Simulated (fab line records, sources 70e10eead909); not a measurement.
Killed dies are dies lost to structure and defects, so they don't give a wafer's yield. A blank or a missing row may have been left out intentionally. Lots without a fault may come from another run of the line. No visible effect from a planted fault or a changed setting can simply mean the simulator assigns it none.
fab line records	flow nand_harc	part 1 of 2: steps 1 to 4 of 6
record: lots: 23	wafers: 69	last_day: 26
route steps=1159 shown A_WL_FILL@822 A_CONTACT@855
lots that met no fault: from a run of the same line without faults
start_h: the number of hours between the record's first day and the start of the first shown wafer of the lot	wait_h: hours since the lot's step before	" same as the row above	L1.1+2: several wafers, shown together as one row	- no value, or no start given	* or withheld: withheld	< > ~ a bound
route shown NAME@n: NAME is a module with steps in the file, n the number in the route of the first one	usual: the fault-free wafers' mean and standard deviation	same: alike in all rows	chamber/n: place in a boat	sites: the reading at each site	_std_site: standard deviation across them	_edge_site: the outer-site mean with the inner-site mean subtracted	radius_mm: how far each site lies from the wafer's centre	mask NAME#n: copy n	behind: the most recent tool/chamber to have shaped the wafer	hold: cause of the lot's hold/its duration in hours/its outcome	device: which transistor (n, p or np) failed to switch	end of line: the route-end tests of the same wafers	where a step has no rows: the recipe by itself	killed: count of dies lost to structure and defects at first sort (not the wafer's yield)	map: the dies of a wafer, with x for killed, . for not killed, _ for no die there
set.NAME: the run value of the setting; set.NAME@STEP: its run value at that earlier step	model.NAME: the simulator's own value behind a step, which no gauge read
one table for each step of the route and one row for each wafer, over a sample of lots
services: a tool's chamber out of use, with start hour (start_h, from the record's first day; less than 0 if before it), hours out, and reason
== steps ==
step: NHARC_A_WL_FILL_ALD_10
recipe: target_thk_a: 500	pulse_time_s: 10	ald_cycles: 500	temp_c: 300	material: SiO2
usual: heater_power_w: 472/56	precursor_pulse_height_rel: 0.997/0.019
same: ald_cycles: 500	pulse_time_s: 10
lot.wafer	tool	chamber	start_h	wait_h	heater_power_w	precursor_pulse_height_rel
L074.1	ald_hk-02	3	347.57	2.0	390	0.974
L074.3	"	1	348.61	3.0	501	0.963
L074.6	"	2	"	"	489	0.999
L076.1	ald_hk-03	3	349.16	0.1	444	1.007
L076.3	"	0	"	"	487	1.006
L076.6	"	3	351.21	2.1	432	1.007
L075.4	ald_hk-04	2	351.97	2.8	560	1.002
L075.3	"	1	353.52	4.4	497	0.976
L075.5	"	3	354.56	5.4	507	1.020
L078.3	ald_hk-02	3	364.68	0.0	407	0.970
L078.1	"	1	365.69	1.1	506	0.992
L078.5	"	0	367.21	2.6	513	0.991
L077.3	ald_hk-03	3	366.67	2.1	433	1.019
L077.6	"	1	368.68	4.1	517	0.982
L077.5	"	2	369.69	5.1	364	0.985
L079.4	ald_hk-02	1	368.69	0.6	509	1.002
L079.2	"	2	"	"	479	1.002
L079.3	"	3	"	"	384	1.005
L080.4	ald_hk-02	0	396.16	0.0	512	0.996
L080.1	"	2	397.19	1.1	486	1.022
L080.5	"	0	398.21	2.1	518	0.999
L082.3	ald_hk-03	0	396.16	0.1	487	1.015
L082.5	"	0	398.24	2.1	500	0.975
L082.6	"	1	"	"	523	0.984
L083.3	ald_hk-04	2	405.12	0.1	528	0.987
L083.1	"	1	406.66	1.6	525	0.981
L083.5	"	2	"	"	533	0.966
L084.3	ald_hk-02	0	406.09	1.1	531	1.028
L084.1	"	1	"	"	507	1.000
L084.6	"	2	"	"	480	0.992
L081.4	ald_hk-03	2	406.64	1.6	353	1.018
L081.6	"	3	"	"	437	1.001
L081.5	"	0	"	"	483	1.018
L087.1	ald_hk-03	1	421.85	0.1	511	1.033
L087.3	"	0	423.40	1.6	492	0.964
L087.5	"	1	"	"	518	0.997
L086.2	ald_hk-02	2	422.36	0.6	487	0.999
L086.4	"	3	"	"	379	1.016
L086.3	"	0	"	"	509	0.974
L089.2	ald_hk-03	1	431.77	0.1	511	1.004
L089.1	"	0	433.31	1.6	491	1.017
L089.5	"	1	"	"	510	0.966
L088.1	ald_hk-04	2	432.28	0.6	544	1.026
L088.2	"	3	"	"	485	0.990
L088.6	"	1	433.83	2.1	501	1.006
L090.1	ald_hk-03	3	447.45	0.1	444	0.995
L090.3	"	2	448.99	1.6	366	1.033
L090.6	"	0	450.02	2.6	486	0.982
L091.3	ald_hk-02	2	448.47	1.1	475	1.025
L091.4	"	3	449.50	2.1	389	1.003
L091.5	"	2	452.59	5.2	489	0.982
L094.1	ald_hk-03	1	459.14	0.6	527	0.972
L094.4	"	3	460.18	1.6	437	1.033
L094.6	"	1	461.22	2.7	524	0.973
L095.4	ald_hk-03	2	466.20	0.6	357	1.006
L095.1	"	3	"	"	430	0.979
L095.2	"	0	"	"	484	0.977
L092.2	ald_hk-04	2	466.20	0.6	537	0.990
L092.3	"	0	467.22	1.6	426	0.969
L092.5	"	1	"	"	518	0.976
L096.3	ald_hk-02	1	484.32	0.0	502	0.968
L096.5	"	1	488.49	4.2	503	1.007
L096.6	"	2	489.53	5.3	507	0.971
L093.4	ald_hk-03	1	484.85	0.6	516	0.988
L093.5	"	0	486.44	2.2	496	1.005
L093.6	"	1	"	"	500	0.991
L097.1	ald_hk-03	3	500.02	2.8	442	1.018
L097.2	"	0	"	"	499	1.008
L097.6	"	3	502.12	4.9	449	0.994
step: NHARC_A_CONTACT_OVL_MEAS_43
usual: overlay_x_nm: -0.1/1	overlay_y_nm: 0.1/0.9
lot.wafer	tool	chamber	start_h	wait_h	overlay_x_nm	overlay_y_nm
L076.1	overlay-02	-	371.14	-	0.5	0.0
L076.3	"	-	"	"	1.0	0.0
L076.6	"	-	"	"	0.7	-0.4
L074.1	overlay-01	-	372.66	-	-0.5	0.4
L074.3	"	-	"	"	-0.2	0.7
L074.6	"	-	"	"	0.4	0.0
L075.3	overlay-01	-	376.11	-	0.7	0.5
L075.4	"	-	"	"	0.3	0.1
L075.5	"	-	"	"	1.1	0.1
L078.1	overlay-02	-	385.50	-	1.5	2.1
L078.3	"	-	"	"	1.5	2.1
L078.5	"	-	"	"	1.1	2.2
L079.2	overlay-02	-	388.58	-	-1.7	1.4
L079.3	"	-	"	"	-2.1	1.5
L079.4	"	-	"	"	-2.0	1.7
L077.3	overlay-01	-	389.56	-	0.1	-0.4
L077.5	"	-	"	"	0.7	-0.4
L077.6	"	-	"	"	0.0	-0.3
L080.1	overlay-01	-	417.17	-	-1.1	-0.4
L080.4	"	-	"	"	-1.2	-0.2
L080.5	"	-	"	"	-0.9	-0.2
L082.3	overlay-02	-	418.55	-	0.3	-0.1
L082.5	"	-	"	"	0.4	0.1
L082.6	"	-	"	"	-0.4	0.3
L084.1	overlay-01	-	426.55	-	-0.3	1.4
L084.3	"	-	"	"	-0.2	1.8
L084.6	"	-	"	"	0.7	2.2
L083.1	overlay-01	-	428.20	-	-1.1	0.1
L083.3	"	-	"	"	-1.1	-0.4
L083.5	"	-	"	"	-0.7	0.0
L081.4	overlay-01	-	430.24	-	-1.0	0.4
L081.5	"	-	"	"	-1.4	0.2
L081.6	"	-	"	"	-1.3	0.4
L087.1	overlay-01	-	441.34	-	-0.5	-1.4
L087.3	"	-	"	"	-0.4	-1.5
L087.5	"	-	"	"	0.5	-1.8
L086.2	overlay-01	-	446.29	-	0.0	0.5
L086.3	"	-	"	"	-0.4	0.0
L086.4	"	-	"	"	-0.3	-0.1
L089.1	overlay-01	-	451.95	-	-0.8	-0.5
L089.2	"	-	"	"	-0.6	0.1
L089.5	"	-	"	"	-1.0	-0.6
L088.1	overlay-01	-	452.33	-	-0.5	1.6
L088.2	"	-	"	"	0.1	1.7
L088.6	"	-	"	"	0.4	1.4
L090.1	overlay-01	-	468.45	-	0.1	-0.3
L090.3	"	-	"	"	0.0	-0.8
L090.6	"	-	"	"	0.1	-0.6
L091.3	overlay-01	-	470.52	-	1.9	-1.6
L091.4	"	-	"	"	1.7	-1.1
L091.5	"	-	"	"	1.9	-0.6
L094.1	overlay-02	-	479.72	-	-0.9	0.5
L094.4	"	-	"	"	-0.2	0.1
L094.6	"	-	"	"	-0.2	0.0
L095.1	overlay-01	-	493.46	-	-1.5	-0.3
L095.2	"	-	"	"	-1.6	-0.8
L095.4	"	-	"	"	-1.2	-0.2
L092.2	overlay-01	-	497.66	-	2.0	-0.7
L092.3	"	-	"	"	1.7	-0.5
L092.5	"	-	"	"	1.7	-0.7
L093.4	overlay-02	-	503.85	-	0.9	-0.9
L093.5	"	-	"	"	0.8	-0.9
L093.6	"	-	"	"	1.1	-1.0
L096.3	overlay-02	-	513.18	-	0.2	-0.1
L096.5	"	-	"	"	0.5	-0.4
L096.6	"	-	"	"	-0.1	-0.4
L097.1	overlay-02	-	519.84	-	-1.2	-0.4
L097.2	"	-	"	"	-0.6	0.2
L097.6	"	-	"	"	-1.1	0.7
step: NHARC_A_CONTACT_ETCH_76
recipe: target_depth_a: 2600	over_etch_frac: 0.3	time_s: 475.3	ion_energy_ev: 200	n2_flow_sccm: 150	h2_flow_sccm: 150	ar_flow_sccm: 0	rf_w: 400	bias_w: 150	chemistry: N2/H2
usual: drypump_motor_current_A: 5.8/0.54	n2_flow_sccm: 150.0/0.46	oes_product_au: 1.006/0.013	rf_vpp_V: 430.6/2.4	showerhead_plenum_p_Torr: 2.04/0.082	throttle_valve_pct: 14.172/0.0086
lot.wafer	tool	chamber	start_h	wait_h	drypump_motor_current_A	n2_flow_sccm	oes_product_au	rf_hours_counter_h	rf_vpp_V	showerhead_plenum_p_Torr	throttle_valve_pct
L076.3	rie_diel-13	2	-	-	6.0	150.8	1.022	16	426.5	1.93	14.181
L076.1	"	3	"	"	6.2	150.0	1.000	17	432.5	2.12	14.178
L076.6	"	2	"	"	6.0	150.8	1.023	-	427.0	1.93	14.171
L074.1	rie_diel-13	0	-	-	5.5	150.0	1.008	19	431.9	2.04	14.171
L074.3	"	2	"	"	6.1	149.3	1.022	17	428.2	1.93	14.169
L074.6	"	1	"	"	5.2	150.3	1.007	-	432.5	2.07	14.170
L075.3	rie_diel-07	0	-	-	6.6	150.0	1.013	58	425.5	1.95	14.175
L075.4	"	1	"	"	4.7	150.2	1.010	-	428.0	1.97	14.175
L075.5	"	0	"	"	6.7	150.1	0.998	-	428.8	1.95	14.162
L078.3	rie_diel-07	0	-	-	6.7	149.9	1.004	61	427.7	1.95	14.176
L078.1	"	1	"	"	4.8	150.6	0.999	61	428.6	1.96	14.163
L078.5	"	1	"	"	4.7	150.2	1.003	-	428.0	1.97	14.178
L079.3	rie_diel-07	1	-	-	4.7	150.1	1.012	63	427.6	1.96	14.161
L079.2	"	2	"	"	5.9	149.6	1.020	58	433.9	2.13	14.165
L079.4	"	2	"	"	6.0	149.5	1.006	-	432.9	2.13	14.197
L077.3	rie_diel-13	2	-	-	6.0	150.1	1.012	20	427.7	1.93	14.171
L077.6	"	1	"	"	5.2	150.2	1.017	-	431.8	2.07	14.183
L077.5	"	2	"	"	6.0	150.0	1.007	-	428.3	1.93	14.174
L080.4	rie_diel-13	2	-	-	6.0	149.2	1.022	24	428.0	1.93	14.192
L080.1	"	3	"	"	6.2	150.1	1.007	25	432.6	2.12	14.159
L080.5	"	2	"	"	6.0	149.8	1.026	-	427.2	1.93	14.160
L082.3	rie_diel-07	0	-	-	6.6	149.4	1.018	3	429.1	1.95	14.166
L082.5	"	2	"	"	6.0	149.7	1.000	-	431.6	2.12	14.181
L082.6	"	3	"	"	5.5	149.6	1.010	-	433.2	2.18	14.175
L084.3	rie_diel-13	2	-	-	6.0	149.9	1.014	27	426.8	1.93	14.174
L084.1	"	0	"	"	5.5	150.0	0.996	30	429.9	2.04	14.176
L084.6	"	2	"	"	6.0	150.1	1.008	-	426.4	1.93	14.171
L083.1	rie_diel-13	0	-	-	5.6	150.0	1.009	30	429.4	2.04	14.166
L083.3	"	1	"	"	5.2	150.1	1.023	31	431.7	2.07	14.161
L083.5	"	3	"	"	6.2	151.4	1.000	-	432.0	2.11	14.157
L081.4	rie_diel-13	1	-	-	5.2	149.4	1.018	31	430.9	2.07	14.177
L081.5	"	3	"	"	6.2	150.5	0.996	-	432.3	2.11	14.170
L081.6	"	0	"	"	5.6	150.3	1.001	-	430.9	2.04	14.174
L087.3	rie_diel-11	3	-	-	6.6	149.9	1.006	28	431.3	2.08	14.166
L087.1	"	0	"	"	5.8	150.1	1.000	30	431.3	2.05	14.172
L087.5	"	2	"	"	5.5	150.1	1.014	-	435.0	2.21	14.181
L086.2	rie_diel-07	0	-	-	6.7	149.0	1.013	10	428.9	1.94	14.171
L086.3	"	1	"	"	4.8	150.0	0.984	11	427.6	1.96	14.175
L086.4	"	1	"	"	4.7	150.9	0.964	-	428.5	1.96	14.172
L089.2	rie_diel-07	1	-	-	4.7	149.7	0.988	13	428.8	1.96	14.180
L089.1	"	3	"	"	5.6	150.2	1.016	12	434.1	2.18	14.172
L089.5	"	3	"	"	5.5	149.9	1.014	-	433.8	2.18	14.161
L088.2	rie_diel-07	0	-	-	6.7	150.5	1.023	12	428.5	1.94	14.164
L088.1	"	1	"	"	4.7	149.9	0.979	13	427.1	1.96	14.178
L088.6	"	3	"	"	5.6	149.6	1.015	-	434.4	2.18	14.180
L090.1	rie_diel-13	3	-	-	6.2	150.7	1.016	3	434.4	2.11	14.167
L090.3	"	1	"	"	5.2	149.8	1.026	4	432.4	2.07	14.173
L090.6	"	3	"	"	6.2	151.7	1.020	-	433.1	2.11	14.165
L091.3	rie_diel-13	0	-	-	5.6	150.8	0.984	4	431.1	2.03	14.176
L091.4	"	2	"	"	6.0	150.3	1.010	4	428.8	1.92	14.173
L091.5	"	3	"	"	6.2	149.3	1.016	-	433.5	2.11	14.181
L094.1	rie_diel-13	2	-	-	6.1	149.7	1.010	5	426.6	1.92	14.164
L094.4	"	3	"	"	6.2	150.0	1.023	6	433.4	2.11	14.175
L094.6	"	2	"	"	6.0	150.5	1.002	-	427.6	1.92	14.174
L095.4	rie_diel-11	2	-	-	5.5	150.0	1.032	51	435.8	2.20	14.169
L095.2	"	3	"	"	6.6	150.6	1.004	49	432.1	2.07	14.185
L095.1	"	0	"	"	5.8	149.7	1.009	53	431.2	2.04	14.160
L092.3	rie_diel-13	1	-	-	5.2	149.7	1.012	7	431.6	2.07	14.194
L092.2	"	2	"	"	6.0	150.2	1.007	7	427.4	1.92	14.173
L092.5	"	1	"	"	5.2	149.6	1.023	-	431.8	2.07	14.171
L093.4	rie_diel-11	1	-	-	5.5	150.6	0.990	56	431.1	2.11	14.174
L093.5	"	3	"	"	6.6	149.2	1.009	-	431.5	2.07	14.184
L093.6	"	0	"	"	5.8	149.7	1.006	-	431.3	2.04	14.162
L096.3	rie_diel-13	1	-	-	5.2	150.3	1.006	11	430.5	2.06	14.163
L096.6	"	3	"	"	6.2	150.3	1.011	-	432.7	2.11	14.162
L096.5	"	0	"	"	5.6	150.0	0.993	-	430.7	2.03	14.182
L097.1	rie_diel-13	2	-	-	6.0	149.5	1.014	12	427.2	1.92	14.176
L097.2	"	1	"	"	5.3	149.5	1.010	13	432.2	2.06	14.177
L097.6	"	3	"	"	6.2	150.5	1.009	-	432.4	2.11	14.174
step: NHARC_A_CONTACT_ETCH_129
recipe: source_w: withheld	pressure_mtorr: 20	bias_v: 1200	time_s: 155	target_depth_a: 9560	ar_flow_sccm: withheld	c4f8_flow_sccm: withheld	o2_flow_sccm: withheld	chemistry: C4F8/O2/Ar
lot.wafer	tool	chamber	start_h	wait_h	rf_hours_counter_h
L076.1	har_cap_etch-01	0	381.09	0.1	57
L076.3	"	0	"	"	-
L076.6	"	0	"	"	-
L074.1	har_cap_etch-03	0	382.96	0.1	88
L074.3	"	1	"	"	-
L074.6	"	1	"	"	-
L075.4	har_cap_etch-01	0	387.75	0.1	-
L075.3	"	1	"	"	-
L075.5	"	0	"	"	-
L078.1	har_cap_etch-01	0	394.80	0.1	60
L078.3	"	0	"	"	-
L078.5	"	0	"	"	-
L079.2	har_cap_etch-02	0	399.08	0.1	14
L079.4	"	1	"	"	-
L079.3	"	0	"	"	-
L077.3	har_cap_etch-01	0	400.58	0.1	-
L077.6	"	0	"	"	-
L077.5	"	1	"	"	-
L080.1	har_cap_etch-01	0	426.15	0.1	63
L080.4	"	1	"	"	-
L080.5	"	1	"	"	-
L082.3	har_cap_etch-02	0	429.13	0.1	-
L082.6	"	1	"	"	-
L082.5	"	0	"	"	-
L084.1	har_cap_etch-03	1	436.31	0.1	97
L084.3	"	0	"	"	-
L084.6	"	0	"	"	-
L083.1	har_cap_etch-02	1	437.48	0.1	20
L083.3	"	1	"	"	-
L083.5	"	0	"	"	-
L081.4	har_cap_etch-01	0	439.31	0.1	-
L081.6	"	1	"	"	-
L081.5	"	0	"	"	-
L087.1	har_cap_etch-01	0	450.92	0.1	69
L087.3	"	0	"	"	-
L087.5	"	0	"	"	-
L086.2	har_cap_etch-03	0	458.27	0.1	102
L086.4	"	1	"	"	-
L086.3	"	0	"	"	-
L089.2	har_cap_etch-02	1	462.59	0.1	25
L089.1	"	0	"	"	25
L089.5	"	0	"	"	-
L088.2	har_cap_etch-01	0	463.31	0.1	73
L088.1	"	1	"	"	73
L088.6	"	1	"	"	-
L090.1	har_cap_etch-01	1	479.01	0.1	75
L090.3	"	0	"	"	-
L090.6	"	1	"	"	-
L091.4	har_cap_etch-03	0	480.63	0.1	-
L091.3	"	1	"	"	-
L091.5	"	0	"	"	-
L094.1	har_cap_etch-02	0	494.68	0.1	30
L094.4	"	0	"	"	-
L094.6	"	1	"	"	-
L095.2	har_cap_etch-01	0	504.02	0.1	78
L095.1	"	1	"	"	78
L095.4	"	1	"	"	-
L092.2	har_cap_etch-02	0	506.75	0.1	32
L092.3	"	1	"	"	-
L092.5	"	1	"	"	-
L093.4	har_cap_etch-03	0	514.47	0.1	-
L093.6	"	0	"	"	-
L093.5	"	1	"	"	-
L096.3	har_cap_etch-02	0	523.09	0.1	-
L096.5	"	0	"	"	-
L096.6	"	1	"	"	-
L097.1	har_cap_etch-01	0	528.69	0.1	82
L097.2	"	1	"	"	82
L097.6	"	0	"	"	-
